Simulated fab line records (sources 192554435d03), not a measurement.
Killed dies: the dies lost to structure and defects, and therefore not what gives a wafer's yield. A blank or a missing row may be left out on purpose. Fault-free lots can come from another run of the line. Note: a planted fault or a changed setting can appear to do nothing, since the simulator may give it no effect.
Struck lot and sound lot, side by side || flow n5_finfet || 33 steps out of a route of 1938
Sound: wafers L657.2, L657.4, L657.6. Struck: wafer L676.1. (L676.2 of the same lot was not struck and is left out.) The cause comes at the end.
Each step with rows lists, per side, the tool, then ch with its chambers, then its first start. Under that, the readings that differ: sound wafers || struck wafers || difference of the means || sigmas: that difference in standard deviations of wafers without a fault.
alike: a reading whose means differ by less than 2 such deviations, as well as words and numbers matching on both sides. not compared: withheld readings; readings where some wafer has no value; bounds like >300 that might hide an equal value; numbers whose values overlap and for which the record gives no deviation.
Wherever a step has rows on one side only, a row that says differs or no value, or a row with sigmas, the two part there. Non-overlapping numbers with no deviation appear without sigmas and do not part them. A reading that every wafer of one side lacks parts them only if that side has two wafers or more.

first, 1 step without rows for these wafers: N5_GATE_CUT_SRD_32 (time 30 s).
N5_GATE_CUT_SAC_CAP_01: material SiNx, target thk 24 nm, pulse time 1 s, ald cycles 480.
  sound on ald_sin-01 ch 0,2,3, day 4 22:19; struck on ald_sin-04 ch 1, day 9 17:04
{"reading": "chamber_pressure_Torr (Torr)", "sound": "1.999 2.003 1.995", "struck": 2.009, "difference": "+0.010", "sigmas": "+2"}
  alike: heater_power_w, precursor_pulse_height_rel
then, 9 steps without rows for these wafers: N5_GATE_CUT_PECVD_57 (deposits SiNx from SiH4/NH3/N2, target thk 21 nm); N5_GATE_CUT_CMP_02 (polishes, stops on SiO2, t overpolish 12.7 s, target thk 0 nm); N5_GATE_CUT_HM_DEP_46 (deposits SiO2 from TEOS/O2, target thk 130 nm, time 26.6 s); N5_GATE_CUT_COAT_34 (time 60 s, resist thk 60 nm); N5_GATE_CUT_COAT_35 (time 60 s, resist thk 10 nm); N5_GATE_CUT_COAT_27 (time 60 s, resist thk 10 nm); N5_GATE_CUT_COAT_07 (resist thk 30 nm); N5_GATE_CUT_EBR_09; N5_GATE_CUT_SOFTBAKE_08 (time 60 s).
N5_GATE_CUT_EXPOSE_10: exposes mask GATE CUT, target cd 20 nm.
  sound on euv_scanner-01 ch 0, day 5 01:07; struck on euv_scanner-02 ch 0, day 9 19:55
  alike: mask
then, 2 steps without rows for these wafers: N5_GATE_CUT_PEB_11 (peb time 60 s); N5_GATE_CUT_DEVELOP_12 (develop time 30 s).
N5_GATE_CUT_CD_MEAS_13: target cd 20 nm.
  sound on cd_sem-02 ch 0, day 5 01:15; struck on cd_sem-02 ch 0, day 9 20:02
{"reading": "cd_nm (nm)", "sound": "19.75 20.06 19.98", "struck": 17.29, "difference": -2.64, "sigmas": -11}
N5_GATE_CUT_OVL_MEAS_14:
  sound on overlay-01 ch 0, day 5 01:19; struck on overlay-02 ch 0, day 9 20:04
  alike: GATE_CUT_OVL
N5_GATE_CUT_INSPECT_15: inspects for defects (brightfield).
  sound: defect_inspect-01 at day 5 01:22; struck: defect_inspect-01 at day 9 20:08
{"reading": "raw_defect_count", "sound": "53 71 78", "struck": 175, "difference": "+108", "sigmas": "+2"}
N5_GATE_CUT_DESCUM_18: chemistry O2, time 7 s.
  sound on rie_diel-04 ch 0,1,2, day 5 01:32; struck on rie_diel-05 ch 0, day 9 20:30
{"reading": "model.GATE_CUT.cd_nm (nm)", "sound": "20 20 19.8", "struck": 17.6, "difference": -2.3, "sigmas": ""}
  alike: chamber_pressure_mTorr, drypump_motor_current_A, oes_product_au, rf_vpp_V, showerhead_plenum_p_Torr, throttle_valve_pct
  not compared: rf_hours_counter_h
then, 1 step without rows for these wafers: N5_GATE_CUT_ETCH_28 (etches underlayer in N2/H2, target depth 13 nm, time 10.4 s).
N5_GATE_CUT_ETCH_36: etches SiARC in CF4, target depth 13 nm, time 21.7 s.
  sound on rie_diel-04 ch 0,1,2, day 5 01:35; struck on rie_diel-05 ch 0, day 9 20:34
  alike: chamber_pressure_mTorr, drypump_motor_current_A, etch_rf_on_time_s, oes_product_au, rf_vpp_V, showerhead_plenum_p_Torr, throttle_valve_pct
  not compared: rf_hours_counter_h
N5_GATE_CUT_ETCH_37: etches SOC in N2/H2, target depth 60 nm, overetch 12 nm, time 90 s.
  sound on rie_diel-04 ch 0,1,2, day 5 01:37; struck on rie_diel-05 ch 0, day 9 20:35
  alike: chamber_pressure_mTorr, drypump_motor_current_A, oes_product_au, rf_vpp_V, showerhead_plenum_p_Torr, throttle_valve_pct
  not compared: rf_hours_counter_h
then, 6 steps without rows for these wafers: N5_GATE_CUT_STRIP_38 (strips in N2/H2); N5_GATE_CUT_STRIP_39 (strips in N2/H2); N5_GATE_CUT_HM_OPEN_40 (chemistry C4F6/O2, target SiO2, target depth 139 nm, time 85.1 s); N5_GATE_CUT_STRIP_41 (strips in CF4); N5_GATE_CUT_STRIP_42 (strips in O2); N5_GATE_CUT_ETCH_19 (etches SiNx in CH3F/O2, target depth 53.7 nm, time 76.7 s).
N5_GATE_CUT_CUT_ETCH_53: etches W in SF6/Cl2, target depth 79.2 nm.
  sound on rie_metal-01 ch 0,1, day 5 01:56; struck on rie_metal-03 ch 1, day 9 20:53
  alike: chamber_pressure_mTorr, drypump_motor_current_A, etch_rf_on_time_s, mfc_cl2_sccm, oes_product_au, throttle_valve_pct
  not compared: rf_hours_counter_h
N5_GATE_CUT_CUT_ETCH_54: etches TiN in Cl2/BCl3, target depth 96.7 nm.
  sound on rie_metal-01 ch 0,1, day 5 01:59; struck on rie_metal-03 ch 1, day 9 20:57
  alike: chamber_pressure_mTorr, drypump_motor_current_A, etch_rf_on_time_s, mfc_cl2_sccm, oes_product_au, throttle_valve_pct
  not compared: rf_hours_counter_h
then, 1 step without rows for these wafers: N5_GATE_CUT_CUT_ETCH_55 (etches HfO2 in BCl3, target depth 3.2 nm).
N5_GATE_CUT_ETCH_47: etches SiO2 in Cl2/BCl3, target depth 10 nm.
  sound on rie_metal-01 ch 0,1, day 5 02:05; struck on rie_metal-03 ch 1, day 9 21:02
{"reading": "model.GATE_CUT.cd_nm (nm)", "sound": "20.2 19.8 19.8", "struck": 17.6, "difference": -2.3, "sigmas": ""}
  alike: chamber_pressure_mTorr, drypump_motor_current_A, mfc_cl2_sccm, oes_product_au, throttle_valve_pct
  not compared: rf_hours_counter_h
then, 1 step without rows for these wafers: N5_GATE_CUT_VAPOR_ETCH_48 (etches TiN in BCl3/Cl2).
N5_BEOL_M4_RC_MEAS_101:
  the record has rows for the sound wafers here (prober-01 ch 0, day 8 20:02) and none for the struck ones

## WHERE THEY PART
Last at N5_BEOL_M4_RC_MEAS_101 as far as this record goes, first at N5_GATE_CUT_SAC_CAP_01.

WHY: what the simulator had put in
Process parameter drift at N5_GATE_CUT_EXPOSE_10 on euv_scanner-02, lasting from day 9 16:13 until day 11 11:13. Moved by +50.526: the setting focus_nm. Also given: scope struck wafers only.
